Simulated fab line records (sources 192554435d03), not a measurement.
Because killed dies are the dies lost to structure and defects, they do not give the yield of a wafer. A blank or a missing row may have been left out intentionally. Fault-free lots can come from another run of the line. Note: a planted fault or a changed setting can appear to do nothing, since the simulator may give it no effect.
What tool caused it?    flow n5-finfet    10 lots, 29 wafers sampled, at 4 steps of a route of 1938

WHAT THE GAUGES SHOWED, per wafer
N5_BEOL_M15_CD_MEAS_17: the cd target is 360 nm.
lot   measured      on         cd-nm (nm)
L892  day 12 13:59  cd-sem-01  362.1 361.2 363.9
L893  day 12 14:59  cd-sem-01  362.5 362.1 360.4
L895  day 13 02:22  cd-sem-03  366.5 363.5 364.0
L897  day 13 18:02  cd-sem-03  357.1 358.8 359.5
L899  day 14 00:46  cd-sem-03  359.7 359.3 358.5
L900  day 15 01:28  cd-sem-02  360.1 359.7
L903  day 15 03:56  cd-sem-03  360.6 360.8 361.2
L905  day 15 12:19  cd-sem-01  363.0 361.8 364.1
L909  day 16 10:15  cd-sem-01  363.4 364.1 364.7
L912  day 17 06:26  cd-sem-01  361.2 362.4 362.3

EACH LOT AND THE TOOL THAT RAN IT (in order: tool; ch and the chambers of the sampled wafers; start)
lot   N5_BEOL_M14_ETCH_38                            N5_BEOL_M15_ILD_DEP_00           N5_BEOL_M15_ETCH_59
L892  rie-diel-02 ch 0,2,3, day 12 12:49 or earlier  pecvd-03 ch 0,1,2, day 12 12:49  rie-diel-04 ch 0,1,2, day 12 13:31
L893  rie-diel-02 ch 0,1,2, day 12 13:07 or earlier  pecvd-01 ch 0,2, day 12 13:07    rie-diel-04 ch 0,1,3, day 12 14:31
L895  rie-diel-03 ch 1,3, day 13 01:12 or earlier    pecvd-03 ch 1,2, day 13 01:12    rie-diel-05 ch 1,2, day 13 01:52
L897  rie-diel-03 ch 0,1,2, day 13 16:44 or earlier  pecvd-03 ch 0,1,2, day 13 16:44  rie-diel-04 ch 0,1,2, day 13 17:34
L899  rie-diel-06 ch 0,2,3, day 13 23:37 or earlier  pecvd-02 ch 0,1,2, day 13 23:37  rie-diel-04 ch 1,2, day 14 00:18
L900  rie-diel-06 ch 1,3, day 15 00:20 or earlier    pecvd-02 ch 0,2, day 15 00:20    rie-diel-04 ch 2,3, day 15 01:01
L903  rie-diel-06 ch 1,2, day 15 02:48 or earlier    pecvd-01 ch 0,2, day 15 02:48    rie-diel-04 ch 1,2, day 15 03:29
L905  rie-diel-02 ch 0,1, day 15 11:11 or earlier    pecvd-02 ch 0,2, day 15 11:11    rie-diel-05 ch 0,1,2, day 15 11:51
L909  rie-diel-06 ch 0,1,3, day 16 08:59 or earlier  pecvd-01 ch 0,2, day 16 08:59    rie-diel-05 ch 1,2,3, day 16 09:47
L912  rie-diel-02 ch 0,1,2, day 17 05:09 or earlier  pecvd-03 ch 0,1, day 17 05:09    rie-diel-05 ch 1,2,3, day 17 05:59
- N5_BEOL_M14_ETCH_38: etches SiCN in CF4/N2, target depth 106.5 nm, time 120.6 s.
- N5_BEOL_M15_ILD_DEP_00: deposits SiO2 from TEOS/O2, target thk 1629.3 nm, time 346.1 s.
- N5_BEOL_M15_ETCH_59: etches BARC in N2/H2, target depth 89 nm, overetch 26.7 nm, time 67.9 s.

AS READ BY THE TOOLS THEMSELVES (means over the sampled wafers that have a number; for cases with no such wafer, the mark the record gives instead)
N5_BEOL_M14_ETCH_38.
lot   tool         chamber-pressure-mTorr (mTorr)  drypump-motor-current-A (A)  oes-product-au (a.u.)  rf-vpp-V (V)  showerhead-plenum-p-Torr (Torr)  throttle-valve-pct (%)
L892  rie-diel-02  39.99                           5.5                          0.79                   380.6         2.17                             15.52
L893  rie-diel-02  40.00                           5.6                          0.79                   382.2         2.20                             15.45
L895  rie-diel-03  39.97                           5.5                          0.72                   383.8         2.28                             15.50
L897  rie-diel-03  40.01                           5.7                          0.78                   381.2         2.18                             15.38
L899  rie-diel-06  39.99                           5.8                          0.76                   382.4         2.24                             15.44
L900  rie-diel-06  40.00                           5.3                          0.83                   379.4         2.13                             15.34
L903  rie-diel-06  40.04                           5.7                          0.92                   382.7         2.23                             15.34
L905  rie-diel-02  39.98                           5.8                          0.95                   382.2         2.22                             15.22
L909  rie-diel-06  40.05                           5.5                          0.77                   382.0         2.17                             15.48
L912  rie-diel-02  40.01                           5.6                          0.90                   381.2         2.19                             15.19

N5_BEOL_M15_ILD_DEP_00.
lot   tool      heater-power-outer-w (W)  heater-power-w (W)  showerhead-plenum-p-Torr (Torr)  throttle-valve-pct (%)
L892  pecvd-03  212                       412                 8.36                             19.1
L893  pecvd-01  258                       520                 8.33                             19.0
L895  pecvd-03  251                       456                 8.34                             18.3
L897  pecvd-03  231                       430                 8.35                             19.1
L899  pecvd-02  325                       585                 8.37                             18.3
L900  pecvd-02  396                       669                 8.40                             17.7
L903  pecvd-01  275                       537                 8.35                             19.2
L905  pecvd-02  348                       629                 8.41                             17.8
L909  pecvd-01  272                       542                 8.34                             19.2
L912  pecvd-03  180                       351                 8.36                             19.9

N5_BEOL_M15_ETCH_59.
lot   tool         chamber-pressure-mTorr (mTorr)  drypump-motor-current-A (A)  oes-product-au (a.u.)  rf-vpp-V (V)  run-length-s (s)  showerhead-plenum-p-Torr (Torr)  throttle-valve-pct (%)
L892  rie-diel-04  30.010                          5.5                          0.68                   526.6         91.3              2.63                             17.68
L893  rie-diel-04  29.991                          5.6                          0.68                   526.1         91.0              2.62                             17.74
L895  rie-diel-05  29.997                          5.6                          0.65                   523.4         91.1              2.53                             18.10
L897  rie-diel-04  30.019                          5.5                          0.68                   526.3         91.2              2.62                             17.70
L899  rie-diel-04  29.991                          5.7                          0.76                   527.3         86.9              2.69                             17.61
L900  rie-diel-04  29.992                          5.7                          0.78                   527.2         84.8              2.68                             17.55
L903  rie-diel-04  29.999                          5.7                          0.75                   528.4         86.9              2.68                             17.64
L905  rie-diel-05  30.022                          5.8                          0.67                   523.5         90.8              2.52                             18.04
L909  rie-diel-05  30.001                          5.9                          0.68                   522.6         91.1              2.53                             17.93
L912  rie-diel-05  29.990                          5.9                          0.67                   523.7         90.8              2.52                             17.94

THE ANSWER, worked out from the rows above alone
Rule: what is usual is taken from the lots themselves. Put in order of their means at a reading, lots are off if they are a third of the lots or fewer, leave a main group of 4 or more, and stand apart from it by a gap of 3 or more times the standard deviation of the main group's means; of several such gaps the widest counts. The tables above print the reading to a certain number of digits; a main group whose means all agree to those digits is not used. A lot without any number at a reading at which 4 lots or more have one is off too. All remaining lots with rows at the step are treated as sound. After the gauges, taken in route order, come the tools' own readings; for these a lot's mean is taken, as printed above. The first step at which some lot is off is used, and at that step the reading that is off furthest; a lot without a number counts as furthest.
Off, at N5_BEOL_M15_ETCH_59 on run-length-s: L899, L900, L903. Mean 91.0 s and standard deviation 0.18 in the main group.
If a tool, at that step or one of the process steps before it, ran each lot that is off and ran no sound lot following the first of them, it fits. Because N5_BEOL_M14_ETCH_38 lacks a start for some lots, the hours and order of its lots are taken from N5_BEOL_M15_ILD_DEP_00. One fits: N5_BEOL_M15_ETCH_59 on rie-diel-04. Its last sound lot is L897 (day 13 17:34), its first lot that is off L899 (day 14 00:18): a fault that began between those two fits.
The tool's own readings at N5_BEOL_M15_ETCH_59 bear it out: on the lots that are off they differ by more than 5 times the standard deviation of the sound lots' means. oes-product-au reads 0.76 a.u. there against 0.67 a.u. on the sound lots; run-length-s reads 86.2 s there against 91.0 s on the sound lots.

WHAT THE SIMULATOR HAD INSERTED
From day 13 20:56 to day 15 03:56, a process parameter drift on rie-diel-04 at N5_BEOL_M15_ETCH_59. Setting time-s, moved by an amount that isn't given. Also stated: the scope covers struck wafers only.
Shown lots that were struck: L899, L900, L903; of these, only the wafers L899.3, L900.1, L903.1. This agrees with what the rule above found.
